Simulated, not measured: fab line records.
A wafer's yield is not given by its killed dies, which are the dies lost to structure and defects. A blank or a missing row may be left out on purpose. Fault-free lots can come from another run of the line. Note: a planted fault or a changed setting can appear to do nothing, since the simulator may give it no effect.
Split-lot experiment + flow n5-finfet + 21 wafers read across 7 lots, on a route 1938 steps long

## ON THE SPLIT
At N5_BEOL_M7_ILD_DEP_00 (deposits SiCOH lowk from DEMS/porogen, target thk 179.75 nm, time 33.4 s), the setting time-s was moved away from the recipe's 33.4 s on 11 of the 21 wafers read, by -14.5% to +11.1%. The other wafers ran this setting at the recipe's value.

## FROM THE SPLIT TO THE READING: what the file shows between them, 1 step
- N5_BEOL_M7_CURE_74: cures SiCOH lowk, time 240 s

## THE READING
M7_ILD_THK, in nm, at N5_BEOL_M7_THK_MEAS_01. Fault-free wafers of this fab line usually give 154.8 nm, standard deviation 1.9 nm.

| wafer  | tool, chamber at the split | time-s as run, s | against the recipe | M7_ILD_THK, nm | against lot-mates on the recipe |
|--------|----------------------------|------------------|--------------------|----------------|---------------------------------|
| L075.1 | pecvd-01, 2                | 33.4             | recipe             | 154.4          | -                               |
| L075.2 | pecvd-01, 0                | 33.4             | recipe             | 152.3          | -                               |
| L075.3 | pecvd-01, 1                | 33.4             | recipe             | 151.8          | -                               |
| L076.4 | pecvd-02, 1                | 31.67            | -5.2%              | 146.6          | -8.4                            |
| L076.5 | pecvd-02, 2                | 31.67            | -5.2%              | 147.6          | -7.4                            |
| L076.6 | pecvd-02, 0                | 33.4             | recipe             | 155.0          | -                               |
| L080.1 | pecvd-01, 2                | 33.4             | recipe             | 153.1          | -                               |
| L080.2 | pecvd-01, 1                | 37.11            | +11.1%             | 169.9          | +16.8                           |
| L080.5 | pecvd-01, 0                | 37.11            | +11.1%             | 170.9          | +17.8                           |
| L077.1 | pecvd-01, 2                | 34.91            | +4.5%              | 161.2          | +6.9                            |
| L077.3 | pecvd-01, 1                | 34.91            | +4.5%              | 158.7          | +4.4                            |
| L077.6 | pecvd-01, 0                | 33.4             | recipe             | 154.3          | -                               |
| L082.3 | pecvd-02, 2                | 30.02            | -10.1%             | 140.2          | -16.3                           |
| L082.4 | pecvd-02, 2                | 30.02            | -10.1%             | 140.3          | -16.2                           |
| L082.6 | pecvd-02, 1                | 33.4             | recipe             | 156.5          | -                               |
| L087.1 | pecvd-02, 2                | 28.55            | -14.5%             | 131.0          | -26.0                           |
| L087.4 | pecvd-02, 0                | 33.4             | recipe             | 157.0          | -                               |
| L087.5 | pecvd-02, 2                | 28.55            | -14.5%             | 132.7          | -24.3                           |
| L095.1 | pecvd-02, 0                | 33.4             | recipe             | 155.5          | -                               |
| L095.3 | pecvd-02, 2                | 33.4             | recipe             | 153.9          | -                               |
| L095.6 | pecvd-02, 1                | 30.13            | -9.8%              | 139.5          | -15.2                           |

THE FIT
A straight line over all 21 wafers: M7_ILD_THK changes by +1.47 nm for each +1% of time-s; r = +0.99; the points scatter about the line by 1.4 nm.
The same after taking each lot's own level away (the mean of its wafers on the recipe; 21 wafers): +1.61 nm for each +1%; r = +1.00; scatter 1.1 nm.
Per that fit: largest time-s move, reading shift of 23 nm.
Measured against the standard deviation above, the lots' own levels, which go from 152.83 to 157.00 nm, span 2.2 times it.
The two slopes are in agreement: the lot-to-lot level therefore moves the slope only a little.
Check: for one of the wafers moved furthest among these (-14.5%), held out of the fit, the line's prediction against its lot-mates is -23.1 nm. Against them it came out at -26 nm.

## ADDITIONAL SPLITS CARRIED BY THESE WAFERS
These wafers also went through other splits before the reading. Each is held against what the fit with the lots' levels taken away leaves over:
| other split on the same wafers | wafers away from the commonest value | r with M7_ILD_THK (lot level and that fit taken away) |
|--------------------------------|--------------------------------------|-------------------------------------------------------|
| N5_BEOL_M5_COAT_59 temp-c      | 5                                    | +0.06                                                 |
| N5_BEOL_M5_COAT_66 spin-rpm    | 3                                    | +0.46                                                 |
| N5_BEOL_M5_COAT_74 spin-rpm    | 7                                    | -0.05                                                 |
| N5_BEOL_M6_COAT_22 spin-rpm    | 7                                    | +0.18                                                 |

## THE WHOLE CHAIN: every reading that the file lists as answering this split, in the file's order
| step                   | what it does                                                             | reading                                                                                  | change (the file's fit)              | r (the file's) |
|------------------------|--------------------------------------------------------------------------|------------------------------------------------------------------------------------------|--------------------------------------|----------------|
| N5_BEOL_M7_ILD_DEP_00  | deposits SiCOH lowk from DEMS/porogen, target thk 179.75 nm, time 33.4 s | SiCOH_lowk_of_BEOL_M7_ILD_DEP_00.thk-nm (the simulator's own value, which no gauge read) | +1.87 nm for each +1% of the setting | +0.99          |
| N5_BEOL_M7_CURE_74     | cures SiCOH lowk, time 240 s                                             | SiCOH_lowk_of_BEOL_M7_ILD_DEP_00.thk-nm (the simulator's own value, which no gauge read) | +1.63 nm for each +1% of the setting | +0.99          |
| N5_BEOL_M7_THK_MEAS_01 |                                                                          | M7_ILD_THK                                                                               | +1.62 for each +1% of the setting    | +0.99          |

## FILE'S OWN FIT
M7_ILD_THK changes by +1.62 nm for each +1% of time-s, r = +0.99.
